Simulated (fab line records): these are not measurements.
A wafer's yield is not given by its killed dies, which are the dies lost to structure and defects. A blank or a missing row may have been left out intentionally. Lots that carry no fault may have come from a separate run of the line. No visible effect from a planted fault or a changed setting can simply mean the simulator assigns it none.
fab line records	flow n5-finfet
record: lots: 14	wafers: 40	last-day: 17
route steps=1938 shown SPACER0@260 SD_EPI_N@271
lots that met no fault: taken from a fault-free run of the same line
start-h: the number of hours between the record's first day and the start of the first shown wafer of the lot	wait-h: hours from the lot's prior step to this one	" the same as in the row above	L1.1+2: several wafers, shown together as one row	- no value, or no start was given	* or withheld: withheld	< > ~ a bound
route shown NAME@n: names a module that has steps shown in the file, with the first one's number in the route	usual: mean/standard deviation of fault-free wafers	same: alike in all rows	chamber/n: place in a boat	sites: readings site by site	_std_site: standard deviation of those values	_edge_site: mean of outer sites minus mean of inner sites	radius-mm: how far each site lies from the wafer's centre	mask NAME#n: copy n	behind: the last tool/chamber to shape the wafer	hold: why the lot went on hold/how many hours it stayed there/how the hold came to an end	device: the n, p or np transistor that did not switch	end of line: at the end of the route, the tests of the same wafers	a step given without rows: its recipe and nothing more	killed: dies lost to structure and defects at the first sort, not the wafer's yield	map: shows each die of a wafer: x if killed, . if not, _ if none is there
set.NAME: the setting that was run; set.NAME@STEP: the one run at that earlier step	model.NAME: the simulator's own value behind a step, which no gauge read
a sample of lots followed through the steps of the route, with each step as a table and each wafer as a row
services: from which hour (start-h, from the record's first day; less than 0 if before it) a tool's chamber was out of use, for how many hours, and why
== steps ==
step: N5_SPACER0_ALD_08
recipe: material: SiNx	target-thk-a: 20	temp-c: 400	ald-precursor-family: SiH2I2	ald-co-reactant: N2/H2-plasma	pressure-torr: 2
usual: heater-power-w: 853/110
lot.wafer	tool	chamber	start-h	wait-h	heater-power-w
L351.1	ald-sin-01	1	52.50	0.1	955
L351.2	"	2	"	"	698
L351.3	"	3	"	"	1100
L352.1	ald-sin-01	0	62.32	0.1	847
L352.2	"	3	"	"	1107
L352.4	"	1	"	"	938
L353.2	ald-sin-01	3	66.26	0.1	1096
L353.3	"	1	"	"	938
L353.5	"	2	"	"	699
L355.1	ald-sin-02	2	77.85	0.1	872
L355.4	"	1	"	"	969
L355.6	"	1	"	"	928
L359.2	ald-sin-04	0	102.85	0.1	823
L359.3	"	3	"	"	798
L360.1	ald-sin-02	0	107.99	0.1	753
L360.2	"	1	"	"	919
L363.1	ald-sin-02	2	129.03	0.1	870
L363.5	"	0	"	"	744
L363.6	"	2	"	"	848
L365.1	ald-sin-04	3	139.07	0.1	823
L365.3	"	0	"	"	817
L365.4	"	2	"	"	845
L366.3	ald-sin-01	1	146.07	0.1	908
L366.5	"	1	"	"	921
L366.6	"	0	"	"	831
L369.1	ald-sin-02	1	164.59	0.1	944
L369.4	"	3	"	"	682
L369.6	"	2	"	"	864
L370.1	ald-sin-01	3	168.33	0.1	1075
L370.2	"	1	"	"	930
L370.6	"	3	"	"	1037
L371.3	ald-sin-02	0	175.74	0.1	754
L371.5	"	1	"	"	946
L371.6	"	0	"	"	750
L372.1	ald-sin-04	1	178.68	0.1	860
L372.4	"	0	"	"	822
L372.6	"	0	"	"	818
L373.1	ald-sin-04	3	190.44	0.1	800
L373.2	"	2	"	"	851
L373.3	"	0	"	"	829
step: N5_SD_EPI_N_OVL_MEAS_10
recipe: points-per-wafer: 44
usual: SD_N_BLK_OVL: 0.4/0.76
lot.wafer	tool	chamber	start-h	wait-h	SD_N_BLK_OVL[nm]
L351.1	overlay-01	0	53.08	0.0	-0.7
L351.2	"	0	"	"	-0.6
L351.3	"	0	"	"	-0.6
L352.1	overlay-02	0	62.91	0.0	-0.1
L352.2	"	0	"	"	0.2
L352.4	"	0	"	"	1.3
L353.2	overlay-01	0	66.73	0.0	0.6
L353.3	"	0	"	"	0.3
L353.5	"	0	"	"	1.1
L355.1	overlay-01	0	78.44	0.0	1.2
L355.4	"	0	"	"	0.5
L355.6	"	0	"	"	0.0
L359.2	overlay-01	0	103.44	0.0	1.5
L359.3	"	0	"	"	0.5
L360.1	overlay-01	0	108.58	0.0	0.1
L360.2	"	0	"	"	0.5
L363.1	overlay-01	0	129.62	0.0	0.6
L363.5	"	0	"	"	1.2
L363.6	"	0	"	"	1.6
L365.1	overlay-02	0	139.66	0.0	-0.3
L365.3	"	0	"	"	0.8
L365.4	"	0	"	"	-1.0
L366.3	overlay-02	0	146.54	0.0	0.3
L366.5	"	0	"	"	0.4
L366.6	"	0	"	"	0.5
L369.1	overlay-02	0	165.18	0.0	1.2
L369.4	"	0	"	"	0.6
L369.6	"	0	"	"	0.8
L370.1	overlay-01	0	168.92	0.0	-0.6
L370.2	"	0	"	"	-0.9
L370.6	"	0	"	"	-0.5
L371.3	overlay-01	0	176.33	0.0	2.5
L371.5	"	0	"	"	1.1
L371.6	"	0	"	"	1.4
L372.1	overlay-02	0	179.27	0.0	0.7
L372.4	"	0	"	"	0.3
L372.6	"	0	"	"	0.6
L373.1	overlay-02	0	191.02	0.0	0.5
L373.2	"	0	"	"	-0.1
L373.3	"	0	"	"	-0.2
step: N5_SD_EPI_N_ETCH_34
recipe: chemistry: CF4	target: SiARC	target-depth-a: 455	mask-material: CAR-ArF-block	time-s: 75.8	ion-energy-ev: 80	pressure-mtorr: 40	source-w: 545	bias-w: 36	Ar_flow_sccm: 100	cf4-flow-sccm: 100	ends: cleared
usual: drypump-motor-current-A: 6.0/0.44	etch-rf-on-time-s: 75.8/1.6	oes-product-au: 0.65/0.069	rf-vpp-V: 184.0/1.1	showerhead-plenum-p-Torr: 2.13/0.059	throttle-valve-pct: 15.57/0.24
lot.wafer	tool	chamber	start-h	wait-h	drypump-motor-current-A	etch-rf-on-time-s	oes-product-au	rf-hours-counter-h	rf-vpp-V	showerhead-plenum-p-Torr	throttle-valve-pct
L351.1	rie-diel-03	1	53.19	0.0	6.6	72.9	0.81	14	182.3	2.11	15.22
L351.2	"	2	"	"	6.0	76.0	0.63	182	185.4	2.21	16.00
L351.3	"	0	"	"	5.4	75.7	0.64	145	184.7	2.15	15.61
L352.1	rie-diel-03	2	63.00	0.0	6.0	76.7	0.63	186	184.8	2.21	16.01
L352.2	"	0	"	"	5.4	76.5	0.63	149	185.0	2.15	15.63
L352.4	"	1	"	"	6.6	73.2	0.81	18	184.2	2.11	15.23
L353.2	rie-diel-04	0	66.82	0.0	6.6	78.8	0.60	176	183.9	2.22	15.39
L353.3	"	3	"	"	6.1	76.2	0.71	75	182.5	2.08	15.29
L353.5	"	3	"	"	6.1	75.9	0.72	-	183.2	2.08	15.29
L355.1	rie-diel-05	3	78.53	0.0	6.1	76.9	0.61	196	182.8	2.21	15.41
L355.4	"	1	"	"	5.0	76.0	0.63	161	184.4	2.14	15.41
L355.6	"	2	"	"	6.0	75.1	0.61	-	182.4	2.04	15.78
L359.2	rie-diel-03	1	103.88	0.0	6.6	73.4	0.78	30	183.2	2.11	15.26
L359.3	"	0	"	"	5.3	77.5	0.63	161	183.4	2.14	15.64
L360.1	rie-diel-03	3	108.67	0.0	5.5	74.0	0.81	13	183.8	2.12	15.56
L360.2	"	0	"	"	5.3	76.1	0.63	162	184.7	2.14	15.65
L363.1	rie-diel-05	2	129.71	0.0	6.0	75.9	0.60	227	183.5	2.04	15.81
L363.5	"	1	"	"	5.0	76.8	0.62	-	183.7	2.13	15.47
L363.6	"	0	"	"	5.9	76.6	0.59	-	182.3	2.03	15.52
L365.1	rie-diel-04	1	139.75	0.0	6.1	75.0	0.60	211	185.5	2.19	15.41
L365.3	"	2	"	"	6.3	77.3	0.60	195	184.4	2.12	15.89
L365.4	"	3	"	"	6.0	78.0	0.69	-	182.9	2.08	15.33
L366.3	rie-diel-04	1	146.82	0.0	6.1	75.2	0.60	214	185.0	2.19	15.42
L366.5	"	2	"	"	6.4	75.7	0.61	-	184.9	2.12	15.90
L366.6	"	3	"	"	6.1	76.4	0.69	-	182.4	2.08	15.35
L369.1	rie-diel-04	2	165.27	0.0	6.3	76.6	0.60	207	183.3	2.12	15.90
L369.4	"	3	"	"	6.0	76.9	0.67	-	182.5	2.07	15.36
L369.6	"	2	"	"	6.3	76.8	0.60	-	183.6	2.12	15.91
L370.1	rie-diel-05	2	169.01	0.0	6.0	75.4	0.59	241	182.4	2.03	15.83
L370.2	"	3	"	"	6.2	76.4	0.60	228	185.8	2.20	15.46
L370.6	"	3	"	"	6.2	76.5	0.60	-	184.1	2.20	15.49
L371.3	rie-diel-04	3	176.85	0.0	6.1	76.3	0.68	118	182.7	2.07	15.38
L371.5	"	2	"	"	6.3	76.1	0.60	-	181.8	2.11	15.91
L371.6	"	1	"	"	6.1	74.7	0.60	-	185.5	2.19	15.46
L372.1	rie-diel-03	1	179.36	0.0	6.6	72.3	0.75	58	184.3	2.10	15.30
L372.4	"	0	"	"	5.3	75.7	0.62	189	185.3	2.13	15.71
L372.6	"	1	"	"	6.6	71.9	0.76	-	184.9	2.10	15.30
L373.1	rie-diel-04	3	191.30	0.0	6.1	75.8	0.67	125	183.4	2.07	15.38
L373.2	"	2	"	"	6.3	75.4	0.60	220	182.9	2.11	15.93
L373.3	"	1	"	"	6.1	75.2	0.59	237	184.1	2.19	15.47
step: N5_SD_EPI_N_ETCHBACK_44
recipe: chemistry: CH3F/O2	mode: anisotropic-etchback	target: SiNx	target-depth-a: 145	stop-on: SiO2	over-etch-frac: 0.3	ion-energy-ev: 120	pressure-mtorr: 30	source-w: 395	bias-w: 73	Ar_flow_sccm: 150	CH3F_flow_sccm: 30	O2_flow_sccm: 20
usual: CH3F_flow_sccm: 30.00/0.09	O2_flow_sccm: 19.99/0.06	drypump-motor-current-A: 6.0/0.45	oes-product-au: 0.65/0.063	rf-vpp-V: 295/5.2	showerhead-plenum-p-Torr: 1.99/0.061	throttle-valve-pct: 16.30/0.24
lot.wafer	tool	chamber	start-h	wait-h	CH3F_flow_sccm	O2_flow_sccm	drypump-motor-current-A	oes-product-au	rf-hours-counter-h	rf-vpp-V	showerhead-plenum-p-Torr	throttle-valve-pct
L351.1	rie-diel-03	1	53.57	0.0	29.83	20.11	6.5	0.79	14	294	1.97	15.98
L351.2	"	2	"	"	29.98	20.08	5.9	0.64	182	298	2.08	16.80
L351.3	"	0	"	"	30.07	19.92	5.3	0.65	145	295	2.01	16.36
L352.1	rie-diel-03	2	63.38	0.0	30.08	20.07	6.0	0.63	186	300	2.08	16.81
L352.2	"	0	"	"	29.93	19.98	5.3	0.65	149	295	2.01	16.36
L352.4	"	1	"	"	29.91	19.94	6.5	0.78	18	294	1.97	15.97
L353.2	rie-diel-04	0	67.20	0.0	30.00	20.03	6.6	0.62	177	303	2.07	16.11
L353.3	"	3	"	"	30.01	19.95	6.1	0.72	75	305	1.95	16.05
L353.5	"	3	"	"	30.06	19.95	6.1	0.72	-	306	1.95	16.05
L355.1	rie-diel-05	3	78.91	0.0	29.86	19.97	6.1	0.62	197	288	2.07	16.15
L355.4	"	1	"	"	30.03	20.03	5.0	0.64	161	289	2.00	16.15
L355.6	"	2	"	"	30.05	19.97	5.9	0.61	-	294	1.89	16.43
L359.2	rie-diel-03	1	104.26	0.0	29.84	19.96	6.6	0.76	30	295	1.96	15.99
L359.3	"	0	"	"	29.96	20.04	5.3	0.52	161	295	2.00	16.38
L360.1	rie-diel-03	3	109.05	0.0	29.99	19.95	5.5	0.67	13	300	1.98	16.29
L360.2	"	0	"	"	29.97	20.01	5.3	0.63	162	296	2.00	16.40
L363.1	rie-diel-05	2	130.09	0.0	29.94	19.86	6.0	0.59	227	293	1.89	16.49
L363.5	"	1	"	"	30.14	19.88	5.0	0.62	-	288	1.99	16.18
L363.6	"	0	"	"	30.14	19.99	5.8	0.60	-	287	1.88	16.23
L365.1	rie-diel-04	1	140.13	0.0	29.94	20.03	6.1	0.60	212	297	2.06	16.16
L365.3	"	2	"	"	30.04	19.98	6.4	0.61	196	292	1.97	16.56
L365.4	"	3	"	"	30.19	19.97	6.1	0.70	-	305	1.94	16.09
L366.3	rie-diel-04	1	147.20	0.0	29.91	19.93	6.1	0.59	215	297	2.06	16.17
L366.5	"	2	"	"	30.05	19.89	6.4	0.61	-	291	1.97	16.55
L366.6	"	3	"	"	30.15	20.00	6.1	0.69	-	304	1.94	16.10
L369.1	rie-diel-04	2	165.65	0.0	30.01	20.10	6.3	0.61	207	291	1.97	16.57
L369.4	"	3	"	"	29.99	19.95	6.0	0.68	-	304	1.94	16.12
L369.6	"	2	"	"	30.00	19.98	6.4	0.60	-	292	1.97	16.59
L370.1	rie-diel-05	2	169.39	0.0	30.02	19.87	6.0	0.59	242	292	1.88	16.50
L370.2	"	3	"	"	30.01	19.98	6.1	0.60	228	287	2.06	16.19
L370.6	"	3	"	"	30.07	19.99	6.1	0.60	-	286	2.06	16.19
L371.3	rie-diel-04	3	177.23	0.0	29.96	20.02	6.1	0.68	119	305	1.93	16.13
L371.5	"	2	"	"	29.88	19.96	6.3	0.60	-	292	1.96	16.61
L371.6	"	1	"	"	30.04	20.06	6.1	0.60	-	297	2.05	16.19
L372.1	rie-diel-03	1	179.74	0.0	29.99	19.90	6.6	0.73	59	294	1.96	16.03
L372.4	"	0	"	"	29.82	20.07	5.3	0.62	190	295	2.00	16.47
L372.6	"	1	"	"	29.95	19.95	6.6	0.73	-	293	1.96	16.04
L373.1	rie-diel-04	3	191.68	0.0	30.00	19.99	6.0	0.67	125	304	1.93	16.14
L373.2	"	2	"	"	29.91	19.93	6.4	0.60	221	291	1.96	16.60
L373.3	"	1	"	"	30.07	19.97	6.1	0.59	237	297	2.05	16.20
step: N5_SD_EPI_N_ETCH_45
recipe: chemistry: CH3F/O2	target: SiOCN	target-depth-a: 60	mask-material: SOC	ion-energy-ev: 60	bias-w: 29	pressure-mtorr: 15	source-w: 410	Ar_flow_sccm: 150	CH3F_flow_sccm: 30	O2_flow_sccm: 20
usual: CH3F_flow_sccm: 30.01/0.096	O2_flow_sccm: 20.01/0.063	drypump-motor-current-A: 6.0/0.44	oes-product-au: 0.76/0.081	rf-vpp-V: 127.3/0.98	showerhead-plenum-p-Torr: 1.98/0.061	throttle-valve-pct: 23.22/0.27
lot.wafer	tool	chamber	start-h	wait-h	CH3F_flow_sccm	O2_flow_sccm	drypump-motor-current-A	oes-product-au	rf-hours-counter-h	rf-vpp-V	showerhead-plenum-p-Torr	throttle-valve-pct
L351.1	rie-diel-03	1	53.67	0.1	29.91	20.00	6.5	0.94	14	127.3	1.96	22.96
L351.2	"	2	"	"	29.96	20.04	6.0	0.74	182	127.5	2.07	23.82
L351.3	"	0	"	"	29.93	20.06	5.3	0.75	145	127.2	2.00	23.31
L352.1	rie-diel-03	2	63.48	0.1	29.96	20.06	6.0	0.74	186	130.0	2.07	23.85
L352.2	"	0	"	"	30.08	20.13	5.3	0.76	149	127.9	2.00	23.30
L352.4	"	1	"	"	30.11	20.03	6.6	0.93	19	126.9	1.96	22.97
L353.2	rie-diel-04	0	67.30	0.1	30.03	19.98	6.6	0.71	177	127.2	2.07	22.98
L353.3	"	3	"	"	29.95	19.98	6.0	0.83	75	125.7	1.94	23.05
L353.5	"	3	"	"	29.98	19.90	6.1	0.85	-	127.1	1.94	23.05
L355.1	rie-diel-05	3	79.01	0.1	30.11	20.06	6.2	0.71	197	128.1	2.06	23.03
L355.4	"	1	"	"	30.17	20.06	5.0	0.73	161	126.2	1.99	23.04
L355.6	"	2	"	"	29.99	20.06	6.0	0.70	-	127.3	1.89	23.34
L359.2	rie-diel-03	1	104.36	0.1	30.00	20.06	6.5	0.91	30	126.8	1.96	22.97
L359.3	"	0	"	"	30.02	20.01	5.3	0.28	161	127.4	2.00	23.29
L360.1	rie-diel-03	3	109.15	0.1	29.95	20.01	5.5	0.35	13	125.6	1.97	23.36
L360.2	"	0	"	"	29.98	20.02	5.4	0.74	162	125.6	2.00	23.32
L363.1	rie-diel-05	2	130.19	0.1	30.06	19.95	5.9	0.70	227	126.8	1.88	23.35
L363.5	"	1	"	"	30.16	19.93	5.0	0.72	-	127.0	1.99	23.05
L363.6	"	0	"	"	29.92	20.05	5.8	0.68	-	127.5	1.88	23.06
L365.1	rie-diel-04	1	140.23	0.1	29.94	20.07	6.1	0.70	212	128.1	2.05	22.97
L365.3	"	2	"	"	29.95	20.06	6.4	0.71	196	127.6	1.96	23.46
L365.4	"	3	"	"	30.11	19.88	6.1	0.82	-	126.8	1.93	23.09
L366.3	rie-diel-04	1	147.30	0.1	30.04	20.05	6.1	0.70	215	129.2	2.05	22.94
L366.5	"	2	"	"	30.21	19.90	6.4	0.70	-	127.0	1.96	23.48
L366.6	"	3	"	"	30.01	19.97	6.1	0.81	-	127.0	1.93	23.08
L369.1	rie-diel-04	2	165.75	0.1	29.97	19.95	6.4	0.71	207	126.8	1.96	23.50
L369.4	"	3	"	"	29.92	20.06	6.0	0.81	-	125.6	1.93	23.09
L369.6	"	2	"	"	30.11	19.94	6.4	0.70	-	127.5	1.96	23.49
L370.1	rie-diel-05	2	169.49	0.1	30.08	20.01	5.9	0.69	242	125.4	1.88	23.38
L370.2	"	3	"	"	29.97	20.04	6.2	0.69	228	130.1	2.05	23.07
L370.6	"	3	"	"	30.06	20.03	6.2	0.69	-	127.4	2.05	23.09
L371.3	rie-diel-04	3	177.33	0.1	30.09	20.05	6.1	0.80	119	126.3	1.93	23.09
L371.5	"	2	"	"	29.98	19.98	6.4	0.69	-	127.5	1.96	23.49
L371.6	"	1	"	"	29.85	19.94	6.1	0.69	-	129.1	2.05	22.99
L372.1	rie-diel-03	1	179.84	0.1	29.91	20.11	6.5	0.86	59	126.9	1.95	23.01
L372.4	"	0	"	"	29.92	19.96	5.4	0.73	190	127.3	1.99	23.35
L372.6	"	1	"	"	30.04	19.91	6.5	0.87	-	125.1	1.95	23.00
L373.1	rie-diel-04	3	191.78	0.1	29.90	20.03	6.1	0.80	125	127.2	1.93	23.11
L373.2	"	2	"	"	30.00	19.93	6.4	0.70	221	125.3	1.96	23.50
L373.3	"	1	"	"	29.85	19.99	6.2	0.69	237	128.0	2.04	22.98
step: N5_SD_EPI_N_EPI_MEAS_23
recipe: mode: xrd
usual: thk-nm: 59.0/1.1
lot.wafer	tool	chamber	start-h	wait-h	thk-nm
L351.1	film-metro-02	-	56.56	1.5	57.8
L351.2	"	-	"	"	59.2
L351.3	"	-	"	"	56.5
L352.1	film-metro-01	-	67.10	1.9	57.3
L352.2	"	-	"	"	58.1
L352.4	"	-	"	"	58.9
L353.2	film-metro-01	-	70.79	1.5	59.3
L353.3	"	-	"	"	57.2
L353.5	"	-	"	"	57.7
L355.1	film-metro-02	-	82.67	1.9	59.2
L355.4	"	-	"	"	58.1
L355.6	"	-	"	"	59.3
L359.2	film-metro-02	-	108.00	1.5	58.6
L359.3	"	-	"	"	0.1
L360.1	film-metro-02	-	112.77	1.9	1.7
L360.2	"	-	"	"	59.2
L363.1	film-metro-02	-	133.81	1.9	60.6
L363.5	"	-	"	"	60.4
L363.6	"	-	"	"	59.8
L365.1	film-metro-01	-	143.13	1.4	60.0
L365.3	"	-	"	"	59.5
L365.4	"	-	"	"	58.1
L366.3	film-metro-02	-	151.21	1.2	59.3
L366.5	"	-	"	"	59.4
L366.6	"	-	"	"	61.0
L369.1	film-metro-01	-	169.39	1.9	58.8
L369.4	"	-	"	"	58.0
L369.6	"	-	"	"	59.7
L370.1	film-metro-01	-	172.38	1.4	58.4
L370.2	"	-	"	"	57.8
L370.6	"	-	"	"	60.0
L371.3	film-metro-02	-	181.93	1.5	61.3
L371.5	"	-	"	"	58.0
L371.6	"	-	"	"	59.6
L372.1	film-metro-01	-	182.71	1.4	58.8
L372.4	"	-	"	"	59.5
L372.6	"	-	"	"	59.3
L373.1	film-metro-02	-	194.66	1.4	58.5
L373.2	"	-	"	"	57.7
L373.3	"	-	"	"	62.7
== services ==
tool	chamber	start-h	hours	kind
rie-diel-05	0	37.87	5.3	repair
rie-diel-03	3	42.17	-	clean
rie-diel-03	3	42.17	-	consumable-replace:focus-ring
rie-diel-03	3	42.17	19.3	scheduled-down
rie-diel-03	3	42.17	19.3	vent-cycle
ald-sin-04	1	44.29	13.1	repair
ald-sin-02	0	52.12	9.3	repair
ald-sin-01	3	57.64	-	calibration
ald-sin-01	0	75.08	15.8	repair
ald-sin-04	-	80.53	2.8	pm
ald-sin-01	-	86.57	14.0	pm
ald-sin-01	1	86.57	14.0	vent-cycle
ald-sin-01	2	86.57	14.0	vent-cycle
ald-sin-01	3	86.57	14.0	vent-cycle
rie-diel-03	-	95.44	6.3	repair
ald-sin-01	0	100.57	-	clean
ald-sin-01	1	100.57	-	clean
ald-sin-01	2	100.57	-	clean
ald-sin-01	3	100.57	-	clean
rie-diel-04	1	111.29	4.4	repair
rie-diel-04	0	137.60	42.6	repair
ald-sin-04	-	147.83	1.5	repair
rie-diel-05	-	172.74	15.6	pm
ald-sin-02	-	176.75	14.0	pm
== key ==
first-sign: step: N5_SD_EPI_N_ETCH_45	reading: oes-product-au	direction: down	sigmas: 5.5	usual: 0.76	struck: 0.31
effect: step: N5_SD_EPI_N_EPI_MEAS_23	reading: thk-nm	direction: down	sigmas: 52	usual: *	struck: *
met-at N5_SD_EPI_N_ETCHBACK_44
struck-lots L359,L360
struck-wafers L359.3,L360.1
later-rows-left-out L359.3,L360.1
sort-left-out L359.3,L360.1
tester-left-out L359,L360
not-acting-at N5_SPACER0_ALD_08,N5_SD_EPI_N_OVL_MEAS_10,N5_SD_EPI_N_ETCH_34
onset-between 63.38 104.26
fault: kind: process-parameter-drift	tool: rie-diel-03	chamber: -	onset-h: 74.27	steps: N5_SD_EPI_N_ETCHBACK_44	channel: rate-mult	offset: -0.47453	shape: step	end-h: 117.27	scope: struck-wafers-only
tester-left-out: of these lots the tester's yield and bins aren't shown, on N5 and GAA mostly nor the transistor test; their killed dies are dies lost to structure and defects alone, not to doping, threshold or leakage, so they don't give the yield
sort-left-out: the simulated sort isn't trusted on such a fault, so these wafers' sort isn't shown, and their yield isn't known
later-rows-left-out: the simulator's readings of these wafers behind a module that went badly wrong aren't trusted and aren't shown, but for the sort
